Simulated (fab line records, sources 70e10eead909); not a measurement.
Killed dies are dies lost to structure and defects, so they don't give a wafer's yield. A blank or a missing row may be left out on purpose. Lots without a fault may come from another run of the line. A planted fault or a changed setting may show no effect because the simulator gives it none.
Which tool did it? | flow nand_harc | 11 lots, 33 wafers sampled, at 6 steps of a route of 1159

WHAT THE GAUGES READ, wafer by wafer
NHARC_P_GATE_CD_MEAS_11: target cd 1640 nm. Usual: cd_nm 1640.1 nm, standard deviation 1.7.
lot  | measured    | on        | cd_nm (nm)           | flag
L554 | day 4 03:31 | cd_sem-02 | 1642.3 1642.6 1644.0 |
L556 | day 4 21:10 | cd_sem-01 | - - -                | OFF
L567 | day 7 07:35 | cd_sem-03 | 1642.8 1642.1 1639.9 |
L568 | day 7 16:03 | cd_sem-02 | 1635.9 1639.7 1641.1 |
L571 | day 8 09:05 | cd_sem-01 | 1640.0 1641.9 1642.7 |
L572 | day 8 15:43 | cd_sem-01 | 1642.5 1643.3 1643.6 |
L573 | day 8 15:34 | cd_sem-03 | 1641.9 1639.8 1641.6 |
L574 | day 9 06:32 | cd_sem-02 | 1642.9 1642.2 1639.9 |
L575 | day 9 06:43 | cd_sem-03 | 1642.3 1641.0 1642.2 |
L576 | day 9 13:47 | cd_sem-03 | 1641.7 1639.8 1639.9 |
L577 | day 9 21:28 | cd_sem-02 | 1636.0 1638.6 1640.5 |

NHARC_END_SORT_01. Usual: killed_at_array 26, standard deviation 11; killed_at_other 0.6, standard deviation 1; killed_at_periphery 3.1, standard deviation 2.1; killed_dies 30, standard deviation 11; killed_open 3.4, standard deviation 1.8; killed_short 2.1, standard deviation 1.5.
lot  | measured     | on        | killed_at_array | killed_at_other | killed_at_periphery | killed_dies | killed_open | killed_short | flag
L556 | day 20 09:11 | prober-01 | 16 15 9         | 0 1 0           | 661 661 668         | 677 677 677 | 3 4 5       | 3 2 0        | OFF

WHICH TOOL RAN EACH LOT (tool, then ch and the chambers of the sampled wafers, then the start)
lot  | NHARC_P_ZERO_WELL_ETCH_62                    | NHARC_P_STI_DESCUM_14             | NHARC_P_GATE_EXPOSE_08           | NHARC_P_GATE_STRIP_101
L554 | rie_diel-10 ch 0,1,2, day 2 15:46 or earlier | rie_diel-04 ch 0,1,3, day 2 15:46 | krf_scanner-02 ch 0, day 4 03:21 | rie_diel-11 ch 0,1,3, day 5 04:56
L556 | rie_diel-10 ch 0,1, day 3 02:30 or earlier   | rie_diel-04 ch 0,2,3, day 3 02:30 | krf_scanner-02 ch 0, day 4 21:01 | rie_diel-11 ch 2,3, day 6 05:29
L567 | rie_diel-10 ch 0,2,3, day 5 13:16 or earlier | rie_diel-04 ch 2,3, day 5 13:16   | krf_scanner-02 ch 0, day 7 07:26 | rie_diel-11 ch 0,3, day 8 08:20
L568 | rie_diel-01 ch 0,1,2, day 6 00:31 or earlier | rie_diel-08 ch 1,2, day 6 00:31   | krf_scanner-04 ch 0, day 7 15:53 | rie_diel-11 ch 1,2,3, day 8 21:14
L571 | rie_diel-01 ch 1,3, day 6 18:47 or earlier   | rie_diel-04 ch 0,2,3, day 6 18:47 | krf_scanner-01 ch 0, day 8 08:56 | rie_diel-06 ch 1,2, day 9 11:20
L572 | rie_diel-01 ch 1,3, day 7 02:16 or earlier   | rie_diel-08 ch 1,2,3, day 7 02:16 | krf_scanner-02 ch 0, day 8 15:34 | rie_diel-11 ch 0,3, day 9 16:35
L573 | rie_diel-01 ch 0,2,3, day 7 02:07 or earlier | rie_diel-13 ch 2,3, day 7 02:07   | krf_scanner-01 ch 0, day 8 15:25 | rie_diel-11 ch 0,1, day 9 16:32
L574 | rie_diel-03 ch 1,3, day 7 13:46 or earlier   | rie_diel-08 ch 0,2,3, day 7 13:46 | krf_scanner-04 ch 0, day 9 06:23 | rie_diel-06 ch 0,2,3, day 10 07:37
L575 | rie_diel-10 ch 0,1,2, day 7 13:37 or earlier | rie_diel-13 ch 0,1,3, day 7 13:37 | krf_scanner-02 ch 0, day 9 06:34 | rie_diel-06 ch 1,2,3, day 10 07:59
L576 | rie_diel-03 ch 0,3, day 7 23:04 or earlier   | rie_diel-13 ch 0,3, day 7 23:04   | krf_scanner-01 ch 0, day 9 13:38 | rie_diel-06 ch 0,1,2, day 10 14:38
L577 | rie_diel-03 ch 0,1,2, day 8 07:01 or earlier | rie_diel-08 ch 0,1,3, day 8 07:01 | krf_scanner-04 ch 0, day 9 21:19 | rie_diel-11 ch 0,2,3, day 10 22:44
- NHARC_P_ZERO_WELL_ETCH_62: etches the open film in CHF3/Ar, target depth 13 nm, time 6.5 s.
- NHARC_P_STI_DESCUM_14: chemistry O2, time 3 s.
- NHARC_P_GATE_EXPOSE_08: exposes mask P HV.
- NHARC_P_GATE_STRIP_101: strips in O2, time 20 s.

WHAT THE TOOLS THEMSELVES READ (means of the sampled wafers that have a number; where no wafer has one, the mark that the record gives instead)
NHARC_P_ZERO_WELL_ETCH_62. Usual: chf3_flow_sccm 50.00 sccm, standard deviation 0.14; drypump_motor_current_A 5.7 A, standard deviation 0.46; oes_product_au 0.957 a.u., standard deviation 0.019; rf_vpp_V 370.2 V, standard deviation 1.9; showerhead_plenum_p_Torr 2.33 Torr, standard deviation 0.076; throttle_valve_pct 20.217 %, standard deviation 0.0095.
lot  | tool        | chf3_flow_sccm (sccm) | drypump_motor_current_A (A) | oes_product_au (a.u.) | rf_vpp_V (V) | showerhead_plenum_p_Torr (Torr) | throttle_valve_pct (%) | flag
L554 | rie_diel-10 | 50.04                 | 5.5                         | 0.974                 | 371.5        | 2.40                            | 20.220                 |
L556 | rie_diel-10 | 49.97                 | 5.3                         | 0.955                 | 372.0        | 2.39                            | 20.224                 |
L567 | rie_diel-10 | 49.97                 | 5.9                         | 0.975                 | 370.3        | 2.35                            | 20.220                 |
L568 | rie_diel-01 | 50.09                 | 5.8                         | 0.939                 | 369.7        | 2.33                            | 20.223                 |
L571 | rie_diel-01 | 50.03                 | 5.6                         | 0.948                 | 368.4        | 2.28                            | 20.216                 |
L572 | rie_diel-01 | 50.00                 | 5.5                         | 0.941                 | 369.8        | 2.26                            | 20.221                 |
L573 | rie_diel-01 | 49.88                 | 5.8                         | 0.946                 | 371.0        | 2.34                            | 20.221                 |
L574 | rie_diel-03 | 49.92                 | 5.8                         | 0.973                 | 368.8        | 2.23                            | 20.215                 |
L575 | rie_diel-10 | 49.94                 | 5.5                         | 0.974                 | 371.6        | 2.40                            | 20.219                 |
L576 | rie_diel-03 | 49.96                 | 5.4                         | 0.916                 | 371.1        | 2.35                            | 20.218                 |
L577 | rie_diel-03 | 50.02                 | 5.4                         | 0.966                 | 368.5        | 2.26                            | 20.221                 |

NHARC_P_STI_DESCUM_14. Usual: drypump_motor_current_A 5.7 A, standard deviation 0.43; oes_product_au 0.996 a.u., standard deviation 0.012; rf_vpp_V 57.7 V, standard deviation 0.9; showerhead_plenum_p_Torr 1.90 Torr, standard deviation 0.08; throttle_valve_pct 11.311 %, standard deviation 0.0099.
lot  | tool        | drypump_motor_current_A (A) | oes_product_au (a.u.) | rf_vpp_V (V) | showerhead_plenum_p_Torr (Torr) | throttle_valve_pct (%) | flag
L554 | rie_diel-04 | 6.0                         | 0.991                 | 56.5         | 1.86                            | 11.310                 |
L556 | rie_diel-04 | 5.9                         | 1.002                 | 57.0         | 1.82                            | 11.307                 |
L567 | rie_diel-04 | 5.6                         | 0.996                 | 57.2         | 1.81                            | 11.317                 |
L568 | rie_diel-08 | 5.6                         | 1.012                 | 57.4         | 1.82                            | 11.319                 |
L571 | rie_diel-04 | 5.9                         | 0.998                 | 55.7         | 1.82                            | 11.313                 |
L572 | rie_diel-08 | 6.0                         | 1.009                 | 57.2         | 1.86                            | 11.311                 |
L573 | rie_diel-13 | 5.2                         | 0.991                 | 58.9         | 2.01                            | 11.314                 |
L574 | rie_diel-08 | 6.1                         | 0.992                 | 58.2         | 1.92                            | 11.312                 |
L575 | rie_diel-13 | 5.4                         | 0.986                 | 57.4         | 1.92                            | 11.302                 |
L576 | rie_diel-13 | 5.3                         | 0.998                 | 58.0         | 1.95                            | 11.312                 |
L577 | rie_diel-08 | 5.8                         | 1.009                 | 57.8         | 1.93                            | 11.307                 |

NHARC_P_GATE_STRIP_101. Usual: drypump_motor_current_A 5.6 A, standard deviation 0.4; oes_product_au 1.003 a.u., standard deviation 0.0092; rf_vpp_V 58.0 V, standard deviation 0.88; showerhead_plenum_p_Torr 3.56 Torr, standard deviation 0.15; throttle_valve_pct 17.037 %, standard deviation 0.0099.
lot  | tool        | drypump_motor_current_A (A) | oes_product_au (a.u.) | rf_vpp_V (V) | showerhead_plenum_p_Torr (Torr) | throttle_valve_pct (%) | flag
L554 | rie_diel-11 | 5.5                         | 1.006                 | 57.8         | 3.60                            | 17.041                 |
L556 | rie_diel-11 | 5.5                         | 0.999                 | 58.5         | 3.74                            | 17.037                 |
L567 | rie_diel-11 | 5.3                         | 1.011                 | 58.0         | 3.49                            | 17.037                 |
L568 | rie_diel-11 | 5.6                         | 1.004                 | 58.5         | 3.71                            | 17.036                 |
L571 | rie_diel-06 | 5.3                         | 1.012                 | 57.8         | 3.56                            | 17.041                 |
L572 | rie_diel-11 | 5.4                         | 1.009                 | 58.0         | 3.62                            | 17.039                 |
L573 | rie_diel-11 | 5.6                         | 1.007                 | 57.5         | 3.56                            | 17.036                 |
L574 | rie_diel-06 | 5.6                         | 0.996                 | 58.3         | 3.50                            | 17.032                 |
L575 | rie_diel-06 | 5.7                         | 1.001                 | 59.1         | 3.55                            | 17.027                 |
L576 | rie_diel-06 | 5.6                         | 1.001                 | 57.6         | 3.46                            | 17.040                 |
L577 | rie_diel-11 | 5.4                         | 0.998                 | 58.5         | 3.60                            | 17.042                 |

THE ANSWER, worked out from the rows above alone
Rule: a lot is off if the mean of its wafers that have a number lies more than 3 standard deviations from the usual mean. A lot without any number at a reading at which 4 lots or more have one is off too. The other lots that the step has rows for count as sound. The gauges are gone through in route order, then the tools' own readings, and for those a lot's mean is taken as printed above. The first step at which some lot is off is used, and at that step the reading that is off furthest; a lot without a number counts as furthest.
Off: L556, at NHARC_P_GATE_CD_MEAS_11 (cd_nm). Without a number there: L556.
A tool fits if, at a process step before that reading, it ran every lot that is off, and no sound lot after the first of them. The gauges at NHARC_P_GATE_CD_MEAS_11 aren't tried: what is off there is off at NHARC_END_SORT_01 too, on other tools, and a gauge's error can't cause that. NHARC_P_ZERO_WELL_ETCH_62 gives no start for some lots, so the hours and the order of its lots are those of NHARC_P_STI_DESCUM_14. None of those tried fits.

WHAT THE SIMULATOR HAD PUT IN
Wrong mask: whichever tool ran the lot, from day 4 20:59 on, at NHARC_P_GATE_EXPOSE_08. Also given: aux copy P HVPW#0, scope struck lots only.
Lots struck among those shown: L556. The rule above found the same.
